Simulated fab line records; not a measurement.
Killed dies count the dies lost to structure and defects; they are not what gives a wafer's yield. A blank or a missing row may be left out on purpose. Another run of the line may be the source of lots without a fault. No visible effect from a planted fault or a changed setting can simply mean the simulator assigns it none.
fab line records    flow nandHarc
record lots=7  wafers=15  lastDay=31
route steps=1302 shown A_BONDPAD@1232 HYBRID_BOND@1237 THIN_TSV@1244
lots with no fault: from the same line, run without faults
startH: start of the lot's first displayed wafer, in hours after the record's first day    waitH: hours elapsed since this lot's preceding step    " identical to the entry in the row above    L1.1+2: several wafers, shown together as one row    - either no value or no given start    * or withheld: withheld    < > ~ a bound
route shown NAME@n: names a module that has steps shown in the file, with the first one's number in the route    usual: mean/standard deviation taken from wafers without a fault    same: alike in all rows    chamber/n: place in a boat    sites: per-site readings    _std_site: the values' standard deviation    _edge_site: the outer-site mean with the inner-site mean subtracted    radiusMm: for every site, how far away it sits from the centre of the wafer    mask NAME#n: copy n    behind: the most recent tool/chamber to have shaped the wafer    hold: what put the lot on hold/how long, in hours/how the hold closed    device: names the non-switching transistor (n, p or np)    end of line: the tests these same wafers got at the end of their route    a step with no rows: only its recipe    killed: the dies lost at the first sort to structure and to defects; this is not the yield of the wafer    map: the dies of a wafer, with x for killed, . for not killed, _ for no die there
set.NAME: setting as actually run; set.NAME@STEP: the setting as run at that earlier step    model.NAME: the simulator's own value behind a step, which no gauge read
lots at some steps of the route; a table a step, a row a wafer
services: the hour from which a tool's chamber was out of use, counted from the record's first day as startH (under 0 if before that day), plus the number of hours and why
## steps
# step NHARC_A_BONDPAD_THK_MEAS_20
# recipe thkMeasGauge=xrf
# usual thkNm=169.5/1.5
lot.wafer  tool          chamber  startH  waitH  thkNm
L760.1     filmMetro-01  -        554.96  -      168.6
L760.3     "             -        "       "      168.9
L760.6     "             -        "       "      166.5
L759.1     filmMetro-02  -        559.83  -      170.6
L759.3     "             -        "       "      168.5
L759.5     "             -        "       "      168.5
L765.1     filmMetro-01  -        616.86  -      169.5
L765.3     "             -        "       "      168.9
L765.5     "             -        "       "      167.8
L769.1     filmMetro-01  -        628.85  -      167.5
L769.3     "             -        "       "      169.3
L769.4     "             -        "       "      166.8
L776.5     filmMetro-02  -        714.76  -      170.0
L775.2     filmMetro-02  -        715.39  -      169.3
L774.4     filmMetro-01  -        717.97  -      168.1
# step NHARC_A_BONDPAD_SRD_21
# recipe timeS=30  tempC=23  dryTimeS=20  spinRpm=1500
# step NHARC_A_BONDPAD_INSPECT_23
# usual rawDefectCount=548/140
lot.wafer  tool              chamber  startH  waitH  rawDefectCount
L760.1     defectInspect-01  -        555.17  0.0    555
L760.3     "                 -        "       "      522
L760.6     "                 -        "       "      532
L759.1     defectInspect-01  -        560.04  0.0    721
L759.3     "                 -        "       "      630
L759.5     "                 -        "       "      501
L765.1     defectInspect-01  -        617.08  0.0    738
L765.3     "                 -        "       "      807
L765.5     "                 -        "       "      774
L769.1     defectInspect-02  -        629.08  0.0    721
L769.3     "                 -        "       "      472
L769.4     "                 -        "       "      481
L776.5     defectInspect-01  -        714.97  0.0    473
L775.2     defectInspect-01  -        715.60  0.0    379
L774.4     defectInspect-01  -        718.17  0.0    540
# step NHARC_HYBRID_BOND_ACTIVATE_00
# recipe timeS=60  n2FlowSccm=200  arFlowSccm=0  biasPowerW=0  chemistry=N2
# usual drypumpMotorCurrentA=5.7/0.55  oesProductAu=1.000/0.0068  rfVppV=64.2/0.9  showerheadPlenumPTorr=1.76/0.083
lot.wafer  tool        chamber  startH  waitH  drypumpMotorCurrentA  oesProductAu  rfHoursCounterH  rfVppV  showerheadPlenumPTorr
L760.1     rieDiel-09  0        555.25  0.1    5.0                   1.016         4                63.3    1.75
L760.3     "           1        "       "      6.6                   1.007         4                61.7    1.64
L760.6     "           3        "       "      5.3                   1.004         -                64.8    1.89
L759.1     rieDiel-01  0        560.10  0.1    5.6                   1.000         58               62.9    1.71
L759.3     "           1        "       "      5.4                   0.989         64               65.1    1.88
L759.5     "           1        "       "      5.4                   0.999         -                65.0    1.88
L765.3     rieDiel-09  1        617.15  0.1    6.6                   1.010         8                63.3    1.64
L765.1     "           3        "       "      5.2                   0.999         10               64.9    1.89
L765.5     "           1        "       "      6.6                   0.994         -                63.3    1.64
L769.1     rieDiel-13  1        629.15  0.1    5.3                   0.988         33               64.4    1.80
L769.3     "           2        "       "      6.0                   0.993         32               65.4    1.86
L769.4     "           3        "       "      5.8                   1.012         36               63.8    1.66
L776.5     rieDiel-09  2        715.11  0.1    6.1                   0.995         -                63.9    1.75
L775.2     rieDiel-09  0        715.69  0.1    5.0                   1.001         4                64.1    1.75
L774.4     rieDiel-13  0        718.24  0.1    6.4                   0.999         4                65.3    1.72
# step NHARC_HYBRID_BOND_PRECLEAN_01
# recipe timeS=300  tempC=23  chemistry=DIW
# step NHARC_HYBRID_BOND_SRD_02
# recipe timeS=30  tempC=23  dryTimeS=20  spinRpm=1500
# step NHARC_HYBRID_BOND_BOND_03
# recipe tempC=25
# step NHARC_HYBRID_BOND_ANNEAL_04
# recipe tempC=300  timeS=7200  rampUpCPerMin=5  rampDownCPerMin=3  idleTempC=100  pressureAtm=1
# step NHARC_HYBRID_BOND_OVL_MEAS_05
# usual overlayXNm=-2/34  overlayYNm=0/34
lot.wafer  tool        chamber  startH  waitH  overlayXNm  overlayYNm
L760.1     overlay-01  -        563.72  0.4    45          -13
L760.3     "           -        "       "      11          -25
L760.6     "           -        "       "      17          -101
L759.1     overlay-01  -        569.81  0.4    17          8
L759.3     "           -        "       "      28          27
L759.5     "           -        "       "      32          -66
L765.1     overlay-02  -        626.56  0.4    12          41
L765.3     "           -        "       "      -5          55
L765.5     "           -        "       "      -28         0
L769.1     overlay-02  -        638.90  0.4    33          12
L769.3     "           -        "       "      32          0
L769.4     "           -        "       "      -79         -24
L775.2     overlay-02  -        724.49  0.4    34          -11
L776.5     overlay-01  -        724.49  0.4    16          -53
L774.4     overlay-02  -        724.50  0.4    86          -23
# step NHARC_HYBRID_BOND_INSPECT_06
# recipe inspectInstrument=irVoid
# usual rawDefectCount=98/41
lot.wafer  tool              chamber  startH  waitH  rawDefectCount
L760.1     defectInspect-01  -        563.77  0.0    110
L760.3     "                 -        "       "      117
L760.6     "                 -        "       "      130
L759.1     defectInspect-02  -        569.86  0.0    171
L759.3     "                 -        "       "      155
L759.5     "                 -        "       "      124
L765.1     defectInspect-01  -        626.61  0.0    154
L765.3     "                 -        "       "      153
L765.5     "                 -        "       "      163
L769.1     defectInspect-02  -        638.95  0.0    93
L769.3     "                 -        "       "      78
L769.4     "                 -        "       "      77
L775.2     defectInspect-01  -        724.54  0.1    30
L776.5     defectInspect-01  -        724.57  0.1    105
L774.4     defectInspect-01  -        724.59  0.1    159
# step NHARC_THIN_TSV_GRIND_00
# recipe targetThkUm=6
# usual motorCurrentA=12.001/0.022
lot.wafer  tool        chamber  startH  waitH  motorCurrentA
L760.1     grinder-01  0        565.13  1.4    11.990
L760.3     "           0        "       "      11.993
L760.6     "           0        "       "      11.989
L759.1     grinder-01  0        570.01  0.1    12.004
L759.3     "           0        "       "      12.009
L759.5     "           0        "       "      11.969
L765.1     grinder-01  0        626.76  0.1    11.983
L765.3     "           0        "       "      12.035
L765.5     "           0        "       "      12.002
L769.1     grinder-01  0        639.10  0.1    11.985
L769.3     "           0        "       "      11.960
L769.4     "           0        "       "      11.958
L775.2     grinder-01  0        724.89  0.3    11.991
L776.5     grinder-01  0        726.69  2.1    12.054
L774.4     grinder-01  0        727.70  3.1    12.042
# step NHARC_THIN_TSV_CMP_01
# recipe targetThkUm=3
# usual motorCurrentA=12.1/1.4
lot.wafer  tool    chamber  startH  waitH  motorCurrentA
L760.3     cmp-03  3        566.36  0.6    12.7
L760.1     "       1        "       "      13.8
L760.6     "       3        "       "      12.6
L759.3     cmp-03  2        571.27  0.7    12.0
L759.1     "       3        "       "      13.1
L759.5     "       1        "       "      14.1
L765.3     cmp-03  1        627.97  0.6    13.8
L765.1     "       3        "       "      12.4
L765.5     "       2        "       "      11.2
L769.3     cmp-01  2        640.31  0.6    12.6
L769.4     "       3        "       "      12.0
L769.1     "       1        "       "      10.2
L775.2     cmp-03  0        725.92  0.8    12.8
L776.5     cmp-01  0        727.22  0.3    14.3
L774.4     cmp-04  2        728.36  0.5    10.1
# step NHARC_THIN_TSV_THK_MEAS_02
# recipe thkMeasGauge=ir
# usual thkNm=2991/250
lot.wafer  tool          chamber  startH  waitH  thkNm
L760.1     filmMetro-02  -        566.63  0.2    2458
L760.3     "             -        "       "      2798
L760.6     "             -        "       "      3029
L759.1     filmMetro-01  -        571.48  -      2982
L759.3     "             -        "       "      3040
L759.5     "             -        "       "      2941
L765.1     filmMetro-02  -        628.24  -      2813
L765.3     "             -        "       "      3147
L765.5     "             -        "       "      2964
L769.1     filmMetro-01  -        640.58  -      3205
L769.3     "             -        "       "      2977
L769.4     "             -        "       "      3446
L775.2     filmMetro-01  -        726.19  -      0
L776.5     filmMetro-02  -        727.39  0.1    0
L774.4     filmMetro-02  -        728.60  -      1
# step NHARC_THIN_TSV_SRD_03
## services
tool        chamber  startH  hours  kind
cmp-01      -        535.20  0.3    repair
rieDiel-09  -        548.46  1.5    repair
cmp-03      -        553.04  3.0    repair
rieDiel-01  -        555.21  0.2    repair
rieDiel-09  2        555.63  2.9    repair
rieDiel-09  1        557.94  14.2   repair
grinder-01  -        557.99  0.2    repair
cmp-01      -        575.97  1.0    repair
cmp-01      -        577.50  4.0    pm
cmp-03      -        580.03  0.6    repair
cmp-03      -        607.66  0.4    repair
cmp-01      -        609.69  2.4    repair
rieDiel-09  -        615.18  1.3    repair
cmp-03      -        629.76  0.5    repair
cmp-03      -        630.82  1.6    repair
rieDiel-13  2        631.53  1.6    repair
cmp-03      -        654.04  4.0    pm
cmp-01      -        671.83  4.1    repair
rieDiel-09  -        674.35  9.0    pm
cmp-01      -        675.93  4.0    pm
cmp-03      -        688.56  0.6    repair
rieDiel-13  -        698.48  9.0    pm
rieDiel-09  1        702.22  16.5   repair
rieDiel-13  2        725.14  5.6    repair
## key
firstSign step=NHARC_THIN_TSV_THK_MEAS_02  reading=thkNm  direction=down  sigmas=12  usual=2991  struck=1
effect none on later readings
metAt NHARC_THIN_TSV_GRIND_00
struckWafers L774.4,L775.2,L776.5
laterRowsLeftOut L774.4,L775.2,L776.5
sortLeftOut L774.4,L775.2,L776.5
alsoFits time
fault kind=processParameterDrift  tool=grinder-01  chamber=-  onsetH=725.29  steps=NHARC_THIN_TSV_GRIND_00  channel=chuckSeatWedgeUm  offset=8  shape=step  endH=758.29
# sortLeftOut: the simulated sort isn't trusted on such a fault, so these wafers' sort isn't shown, and their yield isn't known
# laterRowsLeftOut: the simulator's readings of these wafers behind a module that went badly wrong aren't trusted and aren't shown, but for the sort
